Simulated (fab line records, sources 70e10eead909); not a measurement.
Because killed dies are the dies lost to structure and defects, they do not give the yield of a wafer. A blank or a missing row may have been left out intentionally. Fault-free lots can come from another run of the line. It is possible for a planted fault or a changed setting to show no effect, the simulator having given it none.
Struck lot and sound lot, side by side | flow nandHarc | 14 steps out of a route of 1302
Sound: the wafers L620.1, L620.2, L620.4. The struck wafers were L619.1, L619.3, L619.5. At the end, the cause is stated.
At each step with rows: each side's tool, then ch and its chambers, then its first start. Under that, the readings that differ: sound wafers | struck wafers | difference of the means | sigmas: that difference in standard deviations of wafers without a fault.
alike: readings whose means differ by less than 2 such deviations, and words and numbers that are the same on both sides. not compared: withheld readings, readings that some wafer has no value for, bounds like >300 that may hide the same value, and numbers for which the record gives no deviation and whose values overlap.
Wherever a step has rows on one side only, a row that says differs or no value, or a row with sigmas, the two part there. When numbers do not overlap yet have no deviation, they are printed without sigmas and do not part them. A reading that every wafer of one side lacks parts them only if that side has two wafers or more.

first, 1 step without rows for these wafers: NHARC_A_SLIT_STRIP_28 (strips in O2/COS).
NHARC_A_SLIT_ETCH_29: etches the open film in CF4/O2, target depth 100 nm, overetch 10 nm, time 55 s.
  sound on rieDiel-08 ch 0,1,2, day 22 07:38; struck on rieDiel-01 ch 2,3, day 21 17:58
  alike: drypumpMotorCurrentA, mfcArSccm, oesProductAu, rfVppV, showerheadPlenumPTorr, throttleValvePct
  not compared: rfHoursCounterH
NHARC_A_SLIT_STRIP_18: strips in O2.
  sound: rieDiel-08 ch 0,1,2; struck: rieDiel-01 ch 2,3
  alike: drypumpMotorCurrentA, mfcArSccm, oesProductAu, rfVppV, showerheadPlenumPTorr, throttleValvePct
  not compared: rfHoursCounterH
then, 2 steps without rows for these wafers: NHARC_A_SLIT_PRECLEAN_19 (cleans in SC1); NHARC_A_SLIT_SRD_20.
NHARC_A_SLIT_CD_MEAS_21:
  sound on cdSem-02 at day 22 08:10; struck on cdSem-03 at day 21 18:34
  alike: cdNm
then, 3 steps without rows for these wafers: NHARC_A_SIN_REMOVE_WET_00 (chemistry H3PO4, time 15300 s); NHARC_A_SIN_REMOVE_PRECLEAN_01 (cleans in SC1); NHARC_A_SIN_REMOVE_SRD_02.
NHARC_A_SIN_REMOVE_INSPECT_04:
  sound on defectInspect-02 at day 22 14:44; struck on defectInspect-02 at day 22 01:13
  alike: rawDefectCount
NHARC_A_WL_FILL_ALD_00: deposits Al2O3, target thk 3 nm, pulse time 3 s, ald cycles 30.
  sound on aldHk-04 ch 1,2,3, day 22 14:48; struck on aldHk-04 ch 2,3, day 22 01:16
  alike: heaterPowerW, precursorPulseHeightRel
NHARC_A_WL_FILL_RTA_01: time 5 s.
  sound on rtpAnneal-01 ch 0, day 22 15:04; struck on rtpAnneal-02 ch 0, day 22 01:32
reading          | sound                | struck            | difference | sigmas
wafer_temp_C_max | 1003.4 1003.3 1002.5 | 965.0 964.1 965.6 | -38.2      | -41
  alike: lampPowerPct, lamp_zone_6_pct
NHARC_A_WL_FILL_ALD_02: deposits TiN, target thk 2 nm, pulse time 3 s, ald cycles 100.
  sound on aldMetal-02 ch 0,2,3, day 22 15:17; struck on aldMetal-03 ch 0,1, day 22 01:56
  alike: heaterPowerW, precursorPulseHeightRel
-- jump in the record: it breaks off in module A_WL_FILL and resumes in module END (first step shown: number 1302 of the route), and 4 days separate the struck wafers' starts before and after --
NHARC_END_SORT_01:
  here the record holds rows for the struck wafers (prober-01 ch 0, day 25 21:24) but none for the sound ones

## WHERE THEY PART
Last at NHARC_END_SORT_01 as far as this record goes, first at NHARC_A_WL_FILL_RTA_01.

WHY: whatever the simulator had introduced
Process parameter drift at NHARC_A_WL_FILL_RTA_01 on rtpAnneal-02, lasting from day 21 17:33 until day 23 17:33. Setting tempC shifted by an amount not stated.
